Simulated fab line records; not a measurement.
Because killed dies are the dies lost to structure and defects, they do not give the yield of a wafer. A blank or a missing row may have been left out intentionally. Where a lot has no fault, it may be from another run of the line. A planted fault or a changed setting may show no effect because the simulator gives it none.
Which tool was responsible?    flow n5-finfet    Sampling: 21 lots, 63 wafers, 6 of 1938 route steps

## WHAT EACH GAUGE READ, for each wafer
The record holds no reading of a measuring or inspecting step that can be judged against a usual standard deviation.

## EACH LOT AND THE TOOL THAT RAN IT (in order: tool; ch and the chambers of the sampled wafers; start)
lot   N5_DUMMY_GATE_TRIM_49            N5_DUMMY_GATE_STRIP_41             N5_DUMMY_GATE_STRIP_48             N5_SD_EPI_N_STRIP_38                 N5_SD_EPI_P_ETCH_37                N5_SD_EPI_P_ETCH_47
L074  rie-si-05 ch 0,2,3, day 3 00:08  rie-diel-03 ch 0,3, day 3 00:45    rie-diel-06 ch 0,2, day 3 01:16    plasma-asher-01 ch 1, day 3 05:01    rie-diel-06 ch 1,2, day 3 08:38    rie-diel-06 ch 1,2, day 3 09:04
L075  rie-si-02 ch 0,2, day 3 03:29    rie-diel-02 ch 0,1,3, day 3 03:48  rie-diel-03 ch 1,2,3, day 3 04:17  plasma-asher-02 ch 0,1, day 3 06:41  rie-diel-02 ch 2,3, day 3 11:23    rie-diel-02 ch 2,3, day 3 11:48
L076  rie-si-02 ch 0,1, day 3 12:22    rie-diel-02 ch 1,2, day 3 12:36    rie-diel-02 ch 1,2,3, day 3 13:05  plasma-asher-02 ch 0,1, day 3 15:04  rie-diel-03 ch 0,2,3, day 3 18:47  rie-diel-03 ch 0,2,3, day 3 19:12
L077  rie-si-04 ch 0,1,3, day 3 16:54  rie-diel-02 ch 1,2,3, day 3 17:19  rie-diel-03 ch 0,1,2, day 3 17:58  plasma-asher-02 ch 0,1, day 3 20:07  rie-diel-03 ch 0,1,3, day 3 23:52  rie-diel-03 ch 0,1,3, day 4 00:17
L079  rie-si-05 ch 1,2,3, day 4 07:17  rie-diel-06 ch 1,2, day 4 07:37    rie-diel-06 ch 1,2,3, day 4 08:06  plasma-asher-02 ch 0,1, day 4 10:02  rie-diel-02 ch 1,3, day 4 13:40    rie-diel-02 ch 1,3, day 4 14:05
L080  rie-si-05 ch 2,3, day 4 09:18    rie-diel-03 ch 0,1,3, day 4 09:32  rie-diel-03 ch 1,2,3, day 4 10:02  plasma-asher-01 ch 0,1, day 4 12:23  rie-diel-06 ch 0,1,2, day 4 16:14  rie-diel-06 ch 0,1,2, day 4 16:40
L081  rie-si-05 ch 1,3, day 4 17:45    rie-diel-02 ch 0,1,2, day 4 18:02  rie-diel-03 ch 0,1,2, day 4 18:32  plasma-asher-01 ch 0,1, day 4 21:08  rie-diel-06 ch 0,2,3, day 5 01:02  rie-diel-06 ch 0,2,3, day 5 01:28
L082  rie-si-02 ch 0,1,2, day 4 21:17  rie-diel-02 ch 0,1,3, day 4 21:34  rie-diel-06 ch 0,1,2, day 4 22:04  plasma-asher-02 ch 0,1, day 5 00:10  rie-diel-06 ch 0,1,3, day 5 04:37  rie-diel-06 ch 0,1,3, day 5 05:02
L083  rie-si-02 ch 0,2,3, day 5 04:16  rie-diel-02 ch 0,1,2, day 5 04:31  rie-diel-02 ch 0,1, day 5 05:01    plasma-asher-01 ch 0,1, day 5 06:58  rie-diel-03 ch 2,3, day 5 10:45    rie-diel-03 ch 2,3, day 5 11:10
L084  rie-si-02 ch 0,1,2, day 5 10:31  rie-diel-06 ch 0,1,2, day 5 10:46  rie-diel-02 ch 1,2,3, day 5 11:15  plasma-asher-01 ch 0,1, day 5 13:11  rie-diel-03 ch 0,2,3, day 5 16:49  rie-diel-03 ch 0,2,3, day 5 17:15
L085  rie-si-05 ch 0,2, day 5 19:48    rie-diel-03 ch 0,2,3, day 5 20:19  rie-diel-02 ch 0,1,2, day 5 20:48  plasma-asher-02 ch 1, day 5 22:56    rie-diel-03 ch 0,1,2, day 6 02:49  rie-diel-03 ch 0,1,2, day 6 03:14
L086  rie-si-02 ch 0,1,2, day 6 02:11  rie-diel-03 ch 1,2,3, day 6 02:32  rie-diel-02 ch 1,2, day 6 03:02    plasma-asher-02 ch 0,1, day 6 05:59  rie-diel-06 ch 0,2,3, day 6 10:37  rie-diel-06 ch 0,2,3, day 6 11:03
L087  rie-si-04 ch 0,2,3, day 6 10:23  rie-diel-03 ch 0,1,3, day 6 10:46  rie-diel-02 ch 0,2,3, day 6 11:29  plasma-asher-02 ch 0,1, day 6 13:41  rie-diel-03 ch 0,1,3, day 6 18:22  rie-diel-03 ch 0,1,3, day 6 18:48
L088  rie-si-04 ch 0,2,3, day 6 13:41  rie-diel-06 ch 0,3, day 6 13:55    rie-diel-02 ch 0,1,2, day 6 14:25  plasma-asher-01 ch 0,1, day 6 16:21  rie-diel-06 ch 0,2,3, day 6 20:08  rie-diel-06 ch 0,2,3, day 6 20:34
L090  rie-si-02 ch 1,2,3, day 7 08:33  rie-diel-02 ch 1,2,3, day 7 08:59  rie-diel-06 ch 0,1, day 7 09:35    plasma-asher-02 ch 0, day 7 11:44    rie-diel-03 ch 1,2, day 7 15:22    rie-diel-03 ch 1,2, day 7 15:47
L091  rie-si-05 ch 0,1,2, day 7 12:20  rie-diel-06 ch 0,1,3, day 7 12:48  rie-diel-06 ch 1,2, day 7 13:17    plasma-asher-02 ch 0,1, day 7 15:38  rie-diel-03 ch 1,2,3, day 7 19:34  rie-diel-03 ch 1,2,3, day 7 19:59
L092  rie-si-02 ch 2,3, day 7 16:43    rie-diel-06 ch 0,2, day 7 16:57    rie-diel-02 ch 1,3, day 7 17:27    plasma-asher-01 ch 0,1, day 7 19:34  rie-diel-03 ch 1,3, day 8 00:04    rie-diel-03 ch 1,3, day 8 00:29
L093  rie-si-02 ch 0,1, day 7 18:16    rie-diel-06 ch 0,1,2, day 7 18:47  rie-diel-03 ch 1,3, day 7 19:19    plasma-asher-02 ch 0,1, day 7 21:16  rie-diel-03 ch 1,2, day 8 01:45    rie-diel-03 ch 1,2, day 8 02:11
L094  rie-si-02 ch 0,3, day 8 02:40    rie-diel-03 ch 1,2, day 8 02:57    rie-diel-03 ch 1,2,3, day 8 03:27  plasma-asher-01 ch 0,1, day 8 05:31  rie-diel-02 ch 0,1,3, day 8 09:16  rie-diel-02 ch 0,1,3, day 8 09:41
L095  rie-si-04 ch 1,2,3, day 8 05:29  rie-diel-03 ch 1,2,3, day 8 05:44  rie-diel-03 ch 2,3, day 8 06:16    plasma-asher-02 ch 0,1, day 8 08:46  rie-diel-06 ch 2,3, day 8 13:26    rie-diel-06 ch 2,3, day 8 13:52
L097  rie-si-02 ch 0,3, day 8 15:37    rie-diel-03 ch 1,2,3, day 8 15:51  rie-diel-03 ch 0,1,2, day 8 16:21  plasma-asher-01 ch 0,1, day 8 19:43  rie-diel-02 ch 0,1,3, day 9 00:17  rie-diel-02 ch 0,1,3, day 9 00:43
- N5_DUMMY_GATE_TRIM_49: chemistry O2, time 29 s, target cd 14 nm.
- N5_DUMMY_GATE_STRIP_41: strips in O2.
- N5_DUMMY_GATE_STRIP_48: strips in N2/H2, time 20 s.
- N5_SD_EPI_N_STRIP_38: strips in N2/H2.
- N5_SD_EPI_P_ETCH_37: etches SOC in N2/H2, overetch 108 nm, time 486 s.
- N5_SD_EPI_P_ETCH_47: etches SiOCN in CH3F/O2, target depth 25 nm.

## AS READ BY THE TOOLS THEMSELVES (means over the sampled wafers that have a number; for cases with no such wafer, the mark the record gives instead)
N5_DUMMY_GATE_TRIM_49.
lot   tool       drypump-motor-current-A (A)  oes-product-au (a.u.)  throttle-valve-pct (%)
L074  rie-si-05  5.6                          0.983                  8.21
L075  rie-si-02  5.7                          0.978                  8.22
L076  rie-si-02  5.5                          1.005                  8.28
L077  rie-si-04  6.0                          1.022                  8.33
L079  rie-si-05  5.4                          0.978                  8.29
L080  rie-si-05  5.3                          0.971                  8.32
L081  rie-si-05  5.6                          0.990                  8.25
L082  rie-si-02  5.6                          0.977                  8.24
L083  rie-si-02  5.5                          0.987                  8.18
L084  rie-si-02  5.7                          0.985                  8.25
L085  rie-si-05  5.4                          0.988                  8.16
L086  rie-si-02  5.6                          0.985                  8.24
L087  rie-si-04  5.8                          1.025                  8.27
L088  rie-si-04  5.8                          1.018                  8.26
L090  rie-si-02  5.6                          0.987                  8.16
L091  rie-si-05  5.5                          0.990                  8.13
L092  rie-si-02  5.5                          0.987                  8.12
L093  rie-si-02  5.6                          0.996                  8.26
L094  rie-si-02  5.4                          0.998                  8.16
L095  rie-si-04  6.2                          1.011                  8.26
L097  rie-si-02  5.3                          1.003                  8.16

N5_DUMMY_GATE_STRIP_41.
lot   tool         drypump-motor-current-A (A)  o2-flow-sccm (sccm)  oes-product-au (a.u.)  rf-vpp-V (V)  showerhead-plenum-p-Torr (Torr)  throttle-valve-pct (%)
L074  rie-diel-03  5.9                          225.7                0.72                   3.9           2.14                             16.76
L075  rie-diel-02  6.0                          225.6                0.84                   3.6           2.12                             16.41
L076  rie-diel-02  6.4                          225.4                0.80                   3.7           2.12                             16.60
L077  rie-diel-02  6.0                          225.1                0.83                   3.9           2.09                             16.59
L079  rie-diel-06  5.4                          224.5                0.76                   3.9           2.09                             16.87
L080  rie-diel-03  5.9                          224.7                0.73                   3.8           2.09                             16.78
L081  rie-diel-02  6.3                          225.2                0.75                   3.4           2.13                             16.64
L082  rie-diel-02  6.0                          224.6                0.81                   3.4           2.12                             16.43
L083  rie-diel-02  6.3                          225.8                0.75                   3.7           2.13                             16.66
L084  rie-diel-06  5.6                          225.4                0.78                   3.0           2.10                             16.87
L085  rie-diel-03  6.2                          225.2                0.69                   4.1           2.14                             16.82
L086  rie-diel-03  6.0                          225.5                0.71                   3.2           2.11                             16.91
L087  rie-diel-03  5.9                          225.1                0.72                   3.8           2.08                             16.80
L088  rie-diel-06  5.8                          224.4                0.87                   4.0           2.18                             16.73
L090  rie-diel-02  6.0                          224.8                0.79                   3.8           2.08                             16.65
L091  rie-diel-06  5.6                          225.3                0.92                   3.6           2.15                             16.57
L092  rie-diel-06  5.9                          225.1                0.81                   3.9           2.12                             16.92
L093  rie-diel-06  5.6                          225.4                0.86                   3.5           2.10                             16.75
L094  rie-diel-03  6.3                          225.3                0.90                   4.0           2.11                             16.62
L095  rie-diel-03  6.0                          225.1                0.81                   3.5           2.11                             16.76
L097  rie-diel-03  6.0                          225.2                0.80                   3.6           2.11                             16.77

N5_DUMMY_GATE_STRIP_48.
lot   tool         drypump-motor-current-A (A)  oes-product-au (a.u.)  rf-vpp-V (V)  showerhead-plenum-p-Torr (Torr)  throttle-valve-pct (%)
L074  rie-diel-06  5.6                          0.83                   45.3          3.43                             12.4
L075  rie-diel-03  6.0                          0.73                   45.1          3.38                             12.3
L076  rie-diel-02  6.0                          0.83                   44.1          3.37                             12.2
L077  rie-diel-03  6.2                          0.73                   45.5          3.33                             12.3
L079  rie-diel-06  5.4                          0.82                   45.0          3.44                             12.2
L080  rie-diel-03  6.0                          0.72                   45.3          3.38                             12.3
L081  rie-diel-03  6.2                          0.71                   44.7          3.32                             12.3
L082  rie-diel-06  5.6                          0.78                   46.1          3.40                             12.4
L083  rie-diel-02  6.4                          0.75                   45.3          3.45                             12.0
L084  rie-diel-02  6.0                          0.80                   45.0          3.37                             12.2
L085  rie-diel-02  6.3                          0.75                   45.6          3.42                             12.3
L086  rie-diel-02  6.3                          0.74                   45.2          3.38                             12.6
L087  rie-diel-02  5.9                          0.76                   45.4          3.37                             12.2
L088  rie-diel-02  6.3                          0.74                   44.9          3.41                             12.3
L090  rie-diel-06  5.9                          0.89                   44.9          3.40                             12.2
L091  rie-diel-06  5.4                          0.83                   45.5          3.37                             12.4
L092  rie-diel-02  6.2                          0.83                   44.6          3.37                             11.9
L093  rie-diel-03  5.7                          0.74                   44.7          3.29                             12.4
L094  rie-diel-03  6.0                          0.81                   45.4          3.36                             12.2
L095  rie-diel-03  6.3                          0.88                   46.2          3.44                             12.0
L097  rie-diel-03  6.2                          0.89                   45.3          3.31                             11.9

N5_SD_EPI_N_STRIP_38.
lot   tool             drypump-motor-current-A (A)  heater-power-w (W)  oes-product-au (a.u.)
L074  plasma-asher-01  6.6                          325                 0.766
L075  plasma-asher-02  6.1                          322                 0.767
L076  plasma-asher-02  6.1                          324                 0.762
L077  plasma-asher-02  6.1                          317                 0.755
L079  plasma-asher-02  6.1                          329                 0.760
L080  plasma-asher-01  5.8                          340                 0.769
L081  plasma-asher-01  5.8                          331                 0.758
L082  plasma-asher-02  5.4                          314                 0.765
L083  plasma-asher-01  6.2                          337                 0.759
L084  plasma-asher-01  6.2                          329                 0.770
L085  plasma-asher-02  4.8                          308                 0.765
L086  plasma-asher-02  5.4                          315                 0.758
L087  plasma-asher-02  6.1                          326                 0.768
L088  plasma-asher-01  5.8                          342                 0.766
L090  plasma-asher-02  6.7                          327                 0.758
L091  plasma-asher-02  5.4                          320                 0.754
L092  plasma-asher-01  5.8                          342                 0.760
L093  plasma-asher-02  5.4                          319                 0.754
L094  plasma-asher-01  5.8                          332                 0.760
L095  plasma-asher-02  5.4                          316                 0.767
L097  plasma-asher-01  5.8                          339                 0.768

N5_SD_EPI_P_ETCH_37.
lot   tool         drypump-motor-current-A (A)  oes-product-au (a.u.)  rf-vpp-V (V)  showerhead-plenum-p-Torr (Torr)  throttle-valve-pct (%)
L074  rie-diel-06  5.4                          0.68                   241.0         2.55                             24.1
L075  rie-diel-02  5.8                          0.70                   240.0         2.52                             24.4
L076  rie-diel-03  6.2                          0.63                   240.8         2.58                             23.8
L077  rie-diel-03  5.9                          0.65                   240.0         2.52                             23.8
L079  rie-diel-02  5.7                          0.79                   240.3         2.52                             23.3
L080  rie-diel-06  5.7                          0.70                   240.1         2.56                             24.0
L081  rie-diel-06  5.6                          0.77                   241.8         2.62                             23.8
L082  rie-diel-06  5.6                          0.74                   241.4         2.60                             23.7
L083  rie-diel-03  6.3                          0.62                   241.4         2.60                             23.7
L084  rie-diel-03  6.2                          0.62                   241.3         2.57                             23.8
L085  rie-diel-03  6.2                          0.63                   240.7         2.50                             23.7
L086  rie-diel-06  5.6                          0.76                   242.1         2.61                             23.8
L087  rie-diel-03  5.9                          0.64                   240.7         2.51                             23.8
L088  rie-diel-06  5.6                          0.75                   241.4         2.61                             23.8
L090  rie-diel-03  6.0                          0.74                   240.4         2.45                             23.3
L091  rie-diel-03  6.0                          0.72                   240.3         2.53                             23.5
L092  rie-diel-03  5.7                          0.64                   241.9         2.54                             23.8
L093  rie-diel-03  6.3                          0.80                   241.2         2.51                             23.1
L094  rie-diel-02  6.1                          0.70                   241.5         2.54                             23.4
L095  rie-diel-06  5.4                          0.76                   242.1         2.64                             23.6
L097  rie-diel-02  6.0                          0.70                   241.4         2.54                             23.4

N5_SD_EPI_P_ETCH_47.
lot   tool         drypump-motor-current-A (A)  oes-product-au (a.u.)  rf-vpp-V (V)  showerhead-plenum-p-Torr (Torr)  throttle-valve-pct (%)
L074  rie-diel-06  5.4                          0.75                   131           1.99                             16.47
L075  rie-diel-02  5.8                          0.78                   129           1.97                             16.47
L076  rie-diel-03  6.2                          0.69                   131           2.03                             16.41
L077  rie-diel-03  5.9                          0.72                   129           1.98                             16.39
L079  rie-diel-02  5.7                          0.88                   128           1.98                             16.04
L080  rie-diel-06  5.6                          0.78                   128           2.00                             16.47
L081  rie-diel-06  5.6                          0.86                   130           2.06                             16.34
L082  rie-diel-06  5.6                          0.84                   129           2.05                             16.30
L083  rie-diel-03  6.3                          0.68                   131           2.06                             16.55
L084  rie-diel-03  6.2                          0.68                   131           2.03                             16.44
L085  rie-diel-03  6.2                          0.71                   129           1.97                             16.44
L086  rie-diel-06  5.6                          0.85                   130           2.05                             16.36
L087  rie-diel-03  5.9                          0.72                   129           1.98                             16.43
L088  rie-diel-06  5.6                          0.84                   129           2.05                             16.36
L090  rie-diel-03  6.0                          0.83                   127           1.96                             16.39
L091  rie-diel-03  6.0                          0.81                   128           2.01                             16.39
L092  rie-diel-03  5.7                          0.70                   127           2.01                             16.54
L093  rie-diel-03  6.3                          0.89                   130           2.00                             16.23
L094  rie-diel-02  6.1                          0.78                   129           2.01                             16.13
L095  rie-diel-06  5.4                          0.84                   131           2.08                             16.25
L097  rie-diel-02  6.0                          0.77                   130           2.01                             16.15

## THE ANSWER, worked out from the rows above alone
Rule: the lots themselves supply what counts as usual. Put in order of their means at a reading, lots are off if they are a third of the lots or fewer, leave a main group of 4 or more, and stand apart from it by a gap of 3 or more times the standard deviation of the main group's means; of several such gaps the widest counts. The tables above print the reading to a certain number of digits; a main group whose means all agree to those digits is not used. A lot without any number at a reading at which 4 lots or more have one is off too. Where the step has rows for the other lots, those lots are counted as sound. After the gauges, taken in route order, come the tools' own readings; for these a lot's mean is taken, as printed above. The first step at which some lot is off is used, and at that step the reading that is off furthest; a lot without a number counts as furthest.
Across all readings shown, no lot is off: no conclusion can be drawn from this.

## WHAT THE SIMULATOR PUT IN
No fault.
